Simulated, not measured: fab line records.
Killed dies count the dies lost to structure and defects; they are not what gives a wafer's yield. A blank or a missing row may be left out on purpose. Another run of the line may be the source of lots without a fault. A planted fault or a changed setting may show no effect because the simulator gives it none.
fab line records | flow n5Finfet
record: lots: 6 | wafers: 18 | lastDay: 17
route steps=1938 shown BEOL_M11@1584 PASSIVATION@1936
lots that met no fault: from a run of the same line without faults
startH: the number of hours between the record's first day and the start of the first shown wafer of the lot | waitH: hours from the lot's prior step to this one | " same as the row above | L1.1+2: a single row standing in for several wafers | - either no value or no given start | * or withheld: withheld | < > ~ a bound
route shown NAME@n: NAME is a module with steps in the file, n the number in the route of the first one | usual: average and standard deviation across the fault-free wafers | same: alike in all rows | chamber/n: place in a boat | sites: per-site readings | _std_site: how widely they spread, as a standard deviation | _edge_site: the outer-site mean with the inner-site mean subtracted | radiusMm: for every site, how far away it sits from the centre of the wafer | mask NAME#n: copy n | behind: the most recent tool/chamber to have shaped the wafer | hold: cause of the lot's hold/its duration in hours/its outcome | device: which transistor (n, p or np) failed to switch | end of line: the tests these same wafers got at the end of their route | for a step that has no rows: nothing shown but its recipe | killed: dies lost to structure and defects at the first sort, not the wafer's yield | map: per-die view of a wafer (x killed, . not killed, _ where there is no die)
set.NAME: setting as actually run; set.NAME@STEP: the setting as run at that earlier step | model.NAME: the simulator's own value behind a step, which no gauge read
lots seen at some steps along the route; tables by step, rows by wafer
services: from which hour (startH, from the record's first day; less than 0 if before it) a tool's chamber was out of use, for how many hours, and why
== steps ==
step: N5_BEOL_M11_PRECLEAN_42
recipe: chemistry: residueRemover | timeS: 60 | tempC: 40
step: N5_BEOL_M11_SRD_43
recipe: timeS: 30 | tempC: 23 | rinseLiquid: diw | dry: ipaMarangoni
step: N5_BEOL_M11_CD_MEAS_35
recipe: targetCdNm: 70 | polarity: opening
usual: cdNm: 69.8/0.46
lot.wafer | tool     | chamber | startH | waitH | cdNm
L370.1    | cdSem-02 | -       | 230.81 | 0.0   | 69.6
L370.3    | "        | -       | "      | "     | 69.6
L370.6    | "        | -       | "      | "     | 69.7
L379.1    | cdSem-03 | -       | 291.88 | 0.0   | 69.3
L379.2    | "        | -       | "      | "     | 68.9
L379.6    | "        | -       | "      | "     | 69.7
L381.4    | cdSem-02 | -       | 298.23 | 0.0   | 69.8
L381.5    | "        | -       | "      | "     | 70.0
L381.6    | "        | -       | "      | "     | 70.2
L380.3    | cdSem-01 | -       | 299.12 | 0.0   | 70.3
L380.4    | "        | -       | "      | "     | 69.9
L380.6    | "        | -       | "      | "     | 70.2
L385.4    | cdSem-02 | -       | 324.25 | 0.0   | 70.6
L385.5    | "        | -       | "      | "     | 69.9
L385.6    | "        | -       | "      | "     | 69.7
L389.2    | cdSem-02 | -       | 350.61 | 0.0   | 69.3
L389.3    | "        | -       | "      | "     | 70.0
L389.6    | "        | -       | "      | "     | 69.9
step: N5_BEOL_M11_CURE_72
recipe: tempC: 370 | timeS: 120 | ambient: DMADMS/He | material: SiCOH_lowk
usual: lampPowerPct: 52.31/0.054 | wafer_temp_C_max: 372.0/0.69
lot.wafer | tool      | chamber | startH | waitH | lampPowerPct | wafer_temp_C_max
L370.1    | uvCure-02 | 0       | 231.22 | 0.4   | 52.27        | 371.7
L370.3    | "         | 0       | "      | "     | 52.38        | 371.1
L370.6    | "         | 0       | "      | "     | 52.28        | 371.1
L379.1    | uvCure-02 | 2       | 291.92 | 0.0   | 52.37        | 372.6
L379.2    | "         | 2       | "      | "     | 52.18        | 372.2
L379.6    | "         | 2       | "      | "     | 52.22        | 373.2
L381.4    | uvCure-02 | 2       | 298.42 | 0.2   | 52.31        | 372.7
L381.5    | "         | 2       | "      | "     | 52.42        | 372.6
L381.6    | "         | 2       | "      | "     | 52.37        | 373.9
L380.3    | uvCure-02 | 2       | 299.26 | 0.1   | 52.20        | 372.4
L380.4    | "         | 2       | "      | "     | 52.32        | 372.5
L380.6    | "         | 2       | "      | "     | 52.31        | 372.3
L385.4    | uvCure-03 | 2       | 324.94 | 0.7   | 52.37        | 372.7
L385.5    | "         | 2       | "      | "     | 52.34        | 371.9
L385.6    | "         | 2       | "      | "     | 52.23        | 372.2
L389.2    | uvCure-03 | 1       | 350.70 | 0.1   | 52.24        | 373.1
L389.3    | "         | 1       | "      | "     | 52.28        | 373.1
L389.6    | "         | 1       | "      | "     | 52.37        | 372.5
step: N5_BEOL_M11_DEGAS_44
recipe: ambient: vacuum | tempC: 250 | timeS: 60
step: N5_BEOL_M11_PRE_CLEAN_45
recipe: gas: H2/He | timeS: 30 | tempC: 250
step: N5_BEOL_M11_ALD_74
recipe: material: TaN | targetThkA: 20 | tempC: 275 | aldPrecursorFamily: PDMAT | aldCoReactant: NH3 | pressureTorr: 3 | carrierFlowSccm: 1500 | pulseTimeS: 2 | purgeTimeS: 3 | coReactantPurgeTimeS: 2 | coReactantPulseTimeS: 3 | aldCycles: 40 | precursorVesselTempC: 75 | precursorVesselPressureTorr: 26.25 | precursorVesselCarrierSccm: 1000
usual: heaterPowerW: 392/36
lot.wafer | tool        | chamber | startH | waitH | heaterPowerW
L370.1    | aldMetal-04 | 1       | 231.97 | 0.1   | 445
L370.3    | "           | 2       | "      | "     | 428
L370.6    | "           | 3       | "      | "     | 331
L379.1    | aldMetal-04 | 2       | 292.41 | 0.0   | 436
L379.2    | "           | 3       | "      | "     | 336
L379.6    | "           | 2       | "      | "     | 424
L381.4    | aldMetal-01 | 2       | 298.91 | 0.2   | 390
L381.5    | "           | 3       | "      | "     | 331
L381.6    | "           | 1       | "      | "     | 412
L380.3    | aldMetal-01 | 3       | 299.78 | 0.2   | 317
L380.4    | "           | 2       | "      | "     | 388
L380.6    | "           | 3       | "      | "     | 327
L385.4    | aldMetal-04 | 0       | 325.35 | 0.2   | 407
L385.5    | "           | 3       | "      | "     | 340
L385.6    | "           | 2       | "      | "     | 433
L389.2    | aldMetal-01 | 1       | 351.18 | 0.0   | 403
L389.3    | "           | 0       | "      | "     | 423
L389.6    | "           | 1       | "      | "     | 409
step: N5_BEOL_M11_SURFACE_TREAT_76
recipe: gas: Ar | timeS: * | ionEnergyEv: * | ionCurrentMaCm2: 0.5 | pressureMtorr: * | arFlowSccm: 30
usual: throttleValvePct: *
lot.wafer | tool          | chamber | startH | waitH | throttleValvePct
L370.1    | pvdSputter-02 | -       | 232.43 | 0.3   | *
L370.3    | "             | -       | "      | "     | *
L370.6    | "             | -       | "      | "     | *
L379.1    | pvdSputter-03 | -       | 292.84 | 0.3   | *
L379.2    | "             | -       | "      | "     | *
L379.6    | "             | -       | "      | "     | *
L381.4    | pvdSputter-02 | -       | 299.07 | 0.0   | *
L381.5    | "             | -       | "      | "     | *
L381.6    | "             | -       | "      | "     | *
L380.3    | pvdSputter-01 | -       | 300.10 | 0.2   | *
L380.4    | "             | -       | "      | "     | *
L380.6    | "             | -       | "      | "     | *
L385.4    | pvdSputter-01 | -       | 326.11 | 0.6   | *
L385.5    | "             | -       | "      | "     | *
L385.6    | "             | -       | "      | "     | *
L389.2    | pvdSputter-02 | -       | 351.92 | 0.6   | *
L389.3    | "             | -       | "      | "     | *
L389.6    | "             | -       | "      | "     | *
step: N5_BEOL_M11_CVD_75
recipe: material: Co | targetThkA: 20 | tempC: withheld | precursor: CCTBA/H2 | pressureTorr: 30 | timeS: 138.9
step: N5_BEOL_M11_SPUTTER_48
recipe: material: Cu | targetThkA: 120 | tempC: -20 | biasV: 60 | powerW: 26000 | chamberPressurePa: 0.13 | timeS: 2
usual: throttleValvePct: 30.3/0.9
lot.wafer | tool          | chamber | startH | waitH | throttleValvePct
L370.1    | pvdSputter-02 | -       | 232.91 | 0.4   | 29.9
L370.3    | "             | -       | "      | "     | 30.8
L370.6    | "             | -       | "      | "     | 31.8
L379.1    | pvdSputter-03 | -       | 293.06 | 0.1   | 31.8
L379.2    | "             | -       | "      | "     | 29.3
L379.6    | "             | -       | "      | "     | 31.8
L381.4    | pvdSputter-01 | -       | 299.26 | 0.0   | 30.7
L381.5    | "             | -       | "      | "     | 28.9
L381.6    | "             | -       | "      | "     | 30.8
L380.3    | pvdSputter-01 | -       | 300.38 | 0.2   | 31.1
L380.4    | "             | -       | "      | "     | 30.7
L380.6    | "             | -       | "      | "     | 28.6
L385.4    | pvdSputter-01 | -       | 326.65 | 0.2   | 30.9
L385.5    | "             | -       | "      | "     | 29.6
L385.6    | "             | -       | "      | "     | 30.8
L389.2    | pvdSputter-01 | -       | 352.22 | 0.1   | 30.7
L389.3    | "             | -       | "      | "     | 30.5
L389.6    | "             | -       | "      | "     | 28.5
step: N5_BEOL_M11_ECD_50
recipe: material: Cu | targetThkA: 3180
step: N5_BEOL_M11_ANNEAL_51
recipe: tempC: 225 | timeS: 90 | ambient: N2
usual: wafer_temp_C_max: 226.1/0.33
lot.wafer | tool         | chamber | startH | waitH | wafer_temp_C_max
L370.1    | rtpAnneal-01 | 0       | 233.15 | 0.1   | 225.7
L370.3    | "            | 0       | "      | "     | 226.0
L370.6    | "            | 0       | "      | "     | 226.2
L379.1    | rtpAnneal-01 | 0       | 293.94 | 0.7   | 225.8
L379.2    | "            | 0       | "      | "     | 225.7
L379.6    | "            | 0       | "      | "     | 225.5
L381.4    | rtpAnneal-01 | 0       | 299.75 | 0.3   | 225.8
L381.5    | "            | 0       | "      | "     | 225.8
L381.6    | "            | 0       | "      | "     | 225.8
L380.3    | rtpAnneal-02 | 0       | 300.78 | 0.2   | 226.6
L380.4    | "            | 0       | "      | "     | 226.3
L380.6    | "            | 0       | "      | "     | 226.5
L385.4    | rtpAnneal-02 | 0       | 326.97 | 0.2   | 226.2
L385.5    | "            | 0       | "      | "     | 226.6
L385.6    | "            | 0       | "      | "     | 226.5
L389.2    | rtpAnneal-02 | 0       | 352.63 | 0.3   | 226.1
L389.3    | "            | 0       | "      | "     | 225.9
L389.6    | "            | 0       | "      | "     | 226.3
step: N5_BEOL_M11_CMP_52
recipe: stopOn: SiCOH_lowk | tOverpolishS: 7 | downForcePsi: 1 | platenRpm: 50 | clearingPlatenDownForcePsi: 1.5 | clearingPlatenRpm: 50 | postCmpClean: cuAlkaline | targetThkNm: 140 | clearingPlatenPadVelocityMS: 0.99484 | padVelocityMS: 0.99484
usual: barrierFieldEndpointS: 29.0/0.64 | edgeZonePressureFrac: 1.000/0.005 | motorCurrentA: 6.1/0.57 | overpolishRunS: 7.000/0.0097 | padLifeWafers: 1214/620 | platenRpm: 50.00/0.03 | timeToEndpointS: 66.6/2.7
lot.wafer | tool   | chamber | startH | waitH | barrierFieldEndpointS | edgeZonePressureFrac | motorCurrentA | overpolishRunS | padLifeWafers | platenRpm | timeToEndpointS
L370.3    | cmp-04 | 0       | 233.95 | 0.7   | 28.9                  | 0.999                | 5.7           | 7.002          | 1099          | 50.01     | 69.4
L370.1    | "      | 2       | "      | "     | 28.1                  | 0.994                | 5.6           | 7.000          | 1101          | 50.02     | 66.3
L370.6    | "      | 0       | "      | "     | 29.5                  | 0.999                | 5.8           | 7.021          | -             | 49.96     | 67.4
L379.1    | cmp-03 | 3       | 294.23 | 0.3   | 28.4                  | 0.998                | 5.7           | 7.007          | 1644          | 49.97     | 64.8
L379.2    | "      | 2       | "      | "     | 28.4                  | 1.004                | 6.4           | 6.996          | 1647          | 49.94     | 62.0
L379.6    | "      | 0       | "      | "     | 28.3                  | 0.995                | 6.5           | 7.006          | -             | 49.95     | 65.4
L381.4    | cmp-01 | 0       | 299.99 | 0.2   | 29.6                  | 1.001                | 6.6           | 7.008          | 158           | 50.05     | 64.1
L381.6    | "      | 2       | "      | "     | 29.4                  | 0.996                | 5.3           | 6.999          | -             | 50.03     | 67.7
L381.5    | "      | 3       | "      | "     | 29.2                  | 0.998                | 5.9           | 6.992          | -             | 50.06     | 67.4
L380.3    | cmp-04 | 2       | 301.02 | 0.2   | 29.6                  | 1.002                | 5.9           | 7.008          | 1765          | 47.99     | 64.4
L380.4    | "      | 3       | "      | "     | 31.2                  | 1.003                | 7.1           | 7.001          | 1766          | 47.95     | 70.9
L380.6    | "      | 1       | "      | "     | 30.6                  | 1.004                | 5.6           | 6.986          | -             | 48.02     | 65.0
L385.4    | cmp-04 | 1       | 327.25 | 0.2   | 29.9                  | 0.987                | 5.4           | 6.990          | 2001          | 48.03     | 67.6
L385.6    | "      | 2       | "      | "     | 30.0                  | 1.004                | 5.8           | 7.017          | -             | 48.03     | 67.0
L385.5    | "      | 3       | "      | "     | 30.4                  | 0.994                | 6.2           | 7.004          | -             | 47.99     | 68.8
L389.2    | cmp-01 | 1       | 353.16 | 0.4   | 28.0                  | 1.005                | 7.6           | 7.006          | 637           | 50.05     | 63.6
L389.3    | "      | 3       | "      | "     | 28.5                  | 1.005                | 5.7           | 7.004          | 639           | 50.01     | 65.1
L389.6    | "      | 0       | "      | "     | 29.2                  | 1.000                | 6.0           | 7.006          | -             | 50.01     | 67.0
step: N5_PASSIVATION_PROBE_49
usual: defectLimitedYield: 91.3/1.3 | killed_at_M0_to_M3: 35/13 | killed_at_M4_up: 13/5.2 | killedAtContacts: 12/6.2 | killedAtFrontEnd: 39/9.6 | killedAtOther: 3.1/2.6 | killedDies: 102/16 | killedOpen: 68/13 | killedShort: 33/6.9 | sort_bin_5_function: 5.1/0.87 | sort_bin_6_memory: 3.3/0.67 | sortNPass: 1078/16 | sortYieldPct: 91.3/1.3
same: grossDies: 1180 | killedAtBackSide: 0 | sort_bin_4_leakage[%]: 0 | sort_bin_8_speed[%]: 0
lot.wafer | tool      | chamber | startH | waitH | defectLimitedYield[%] | killed_at_M0_to_M3 | killed_at_M4_up | killedAtContacts | killedAtFrontEnd | killedAtOther | killedDies | killedOpen | killedShort | sort_bin_5_function[%] | sort_bin_6_memory[%] | sortNPass | sortYieldPct[%]
L370.1    | prober-01 | -       | 273.50 | 0.0   | 90.6                  | 41                 | 20              | 13               | 37               | 0             | 111        | 70         | 39          | 5.5                    | 3.6                  | 1069      | 90.6
L370.3    | prober-01 | -       | 273.60 | 0.1   | 89.2                  | 29                 | 9               | 36               | 48               | 5             | 127        | 92         | 34          | 6.9                    | 3.3                  | 1053      | 89.2
L370.6    | prober-01 | -       | 273.75 | 0.3   | 92.5                  | 28                 | 10              | 10               | 39               | 2             | 89         | 59         | 29          | 4.6                    | 2.6                  | 1091      | 92.5
L380.3    | prober-01 | -       | 341.91 | 0.1   | 92.1                  | 20                 | 9               | 8                | 54               | 2             | 93         | 57         | 35          | 4.5                    | 3.1                  | 1087      | 92.1
L380.4    | prober-01 | -       | 341.96 | 0.2   | 91.7                  | 32                 | 11              | 14               | 41               | 0             | 98         | 69         | 28          | 4.7                    | 3.6                  | 1082      | 91.7
L380.6    | prober-01 | -       | 342.06 | 0.3   | 91.7                  | 22                 | 10              | 12               | 46               | 8             | 98         | 65         | 32          | 5.4                    | 2.7                  | 1082      | 91.7
L385.4    | prober-01 | -       | 365.26 | 0.3   | 91.1                  | 35                 | 19              | 8                | 40               | 3             | 105        | 72         | 33          | 5.0                    | 3.7                  | 1075      | 91.1
L385.5    | prober-01 | -       | 365.31 | 0.4   | 91.9                  | 22                 | 17              | 15               | 37               | 4             | 95         | 60         | 33          | 4.9                    | 2.8                  | 1085      | 91.9
L385.6    | prober-01 | -       | 365.36 | 0.4   | 91.8                  | 27                 | 18              | 6                | 44               | 2             | 97         | 69         | 27          | 3.8                    | 4.2                  | 1083      | 91.8
killed by level:class
L370.1 BEOL_M1:geometricParticle:open=12 FIN_SAQP:geometricParticle:open=11 MOL_CONTACT_COAG:geometricParticle:open=9 FIN_SAQP:geometricParticle:short=8 BEOL_M3:geometricParticle:open=7 BEOL_M0_SAQP:geometricParticle:open=6 BEOL_M4:geometricParticle:open=6 BEOL_M1:geometricParticle:short=5
L370.3 MOL_CONTACT_COAG:geometricParticle:open=29 STI_FIN_REVEAL:geometricParticle:open=22 FIN_SAQP:geometricParticle:open=11 BEOL_M1:geometricParticle:short=9 MOL_CONTACT_COAG:geometricParticle:short=7 BEOL_M3:geometricParticle:open=7 BEOL_M1:geometricParticle:open=6 BEOL_M4:geometricParticle:open=4
L370.6 BEOL_M2:geometricParticle:open=10 FIN_SAQP:geometricParticle:open=9 STI_FIN_REVEAL:geometricParticle:open=7 MOL_CONTACT_COAG:geometricParticle:open=7 BEOL_M0_SAQP:geometricParticle:short=6 STARTING-WAFER:geometricParticle:short=6 DUMMY_GATE:geometricParticle:open=5 BEOL_M4:geometricParticle:open=5
L380.3 FIN_SAQP:geometricParticle:short=13 STI_FIN_REVEAL:geometricParticle:open=13 FIN_SAQP:geometricParticle:open=5 MOL_CONTACT_COAG:geometricParticle:open=5 BEOL_M1:geometricParticle:open=5 STI_FIN_REVEAL:geometricParticle:short=4 STARTING-WAFER:geometricParticle:short=4 DUMMY_GATE:geometricParticle:open=4
L380.4 STI_FIN_REVEAL:geometricParticle:open=13 MOL_CONTACT_COAG:geometricParticle:open=11 BEOL_M2:geometricParticle:open=10 FIN_SAQP:geometricParticle:short=7 DUMMY_GATE:geometricParticle:open=6 BEOL_M0_SAQP:geometricParticle:open=5 BEOL_M3:geometricParticle:open=5 BEOL_M0:geometricParticle:open=4
L380.6 STI_FIN_REVEAL:geometricParticle:open=16 FIN_SAQP:geometricParticle:short=10 MOL_CONTACT_COAG:geometricParticle:open=9 BEOL_M1:geometricParticle:open=7 BEOL_M2:geometricParticle:open=7 STI_FIN_REVEAL:geometricParticle:short=5 BEOL_M4:geometricParticle:open=4 MOL_CONTACT_COAG:geometricParticle:short=3
L385.4 DUMMY_GATE:geometricParticle:open=14 STI_FIN_REVEAL:geometricParticle:open=12 BEOL_M2:geometricParticle:open=10 BEOL_M1:geometricParticle:open=8 BEOL_M4:geometricParticle:open=7 MOL_CONTACT_COAG:geometricParticle:short=5 BEOL_M3:geometricParticle:short=5 BEOL_M3:geometricParticle:open=4
L385.5 MOL_CONTACT_COAG:geometricParticle:open=13 FIN_SAQP:geometricParticle:open=10 FIN_SAQP:geometricParticle:short=8 DUMMY_GATE:geometricParticle:open=5 BEOL_M1:geometricParticle:short=5 BEOL_M4:geometricParticle:open=5 GATE_CUT:geometricParticle:short=4 BEOL_M0_SAQP:geometricParticle:short=4
L385.6 DUMMY_GATE:geometricParticle:open=10 FIN_SAQP:geometricParticle:open=7 FIN_SAQP:geometricParticle:short=6 BEOL_M1:geometricParticle:open=6 MOL_CONTACT_COAG:geometricParticle:open=6 BEOL_M2:geometricParticle:open=6 GATE_CUT:geometricParticle:open=5 BEOL_M8:geometricParticle:open=5
== services ==
tool        | chamber | startH | hours | kind
cmp-03      | -       | 208.04 | 34.2  | repair
uvCure-03   | -       | 214.77 | 28.1  | pm
cmp-01      | -       | 227.14 | 8.5   | repair
cmp-04      | -       | 233.26 | 0.4   | repair
aldMetal-04 | -       | 240.27 | 6.0   | pm
uvCure-02   | -       | 255.11 | 1.0   | pm
aldMetal-04 | 1       | 263.04 | 40.6  | repair
cmp-04      | -       | 269.15 | 1.0   | repair
cmp-01      | -       | 271.91 | 4.0   | pm
cmp-01      | -       | 282.21 | 2.8   | repair
aldMetal-01 | 0       | 285.90 | 26.7  | repair
aldMetal-01 | -       | 288.56 | 0.6   | repair
aldMetal-04 | 0       | 290.38 | 4.5   | repair
uvCure-03   | -       | 293.09 | 1.0   | pm
aldMetal-04 | 1       | 304.06 | 15.4  | repair
aldMetal-01 | -       | 308.90 | 2.8   | pm
aldMetal-01 | 1       | 313.64 | 2.5   | repair
cmp-01      | -       | 328.75 | 2.5   | repair
uvCure-02   | -       | 331.65 | 0.9   | repair
cmp-01      | -       | 335.67 | 1.4   | repair
aldMetal-04 | -       | 337.59 | 14.0  | pm
cmp-04      | -       | 338.27 | 4.0   | pm
cmp-04      | -       | 342.27 | 4.5   | pm
uvCure-02   | -       | 352.77 | 1.4   | repair
== key ==
firstSign: step: N5_BEOL_M11_CMP_52 | reading: platenRpm | direction: down | sigmas: 66 | usual: 50.00 | struck: 48.00
effect: step: N5_BEOL_M11_CMP_52 | reading: barrierFieldEndpointS | direction: up | sigmas: 2 | usual: 29.0 | struck: 30.3
metAt N5_BEOL_M11_CMP_52
struckWafers L380.3,L380.4,L380.6,L385.4,L385.5,L385.6
onsetBetween 233.95 301.02
fault: kind: processParameterDrift | tool: cmp-04 | chamber: - | onsetH: 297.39 | steps: N5_BEOL_M11_CMP_52 | channel: platenRpm | offset: -2 | shape: step | endH: 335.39 | actsIn: theseRecipesOnly | stated: 50
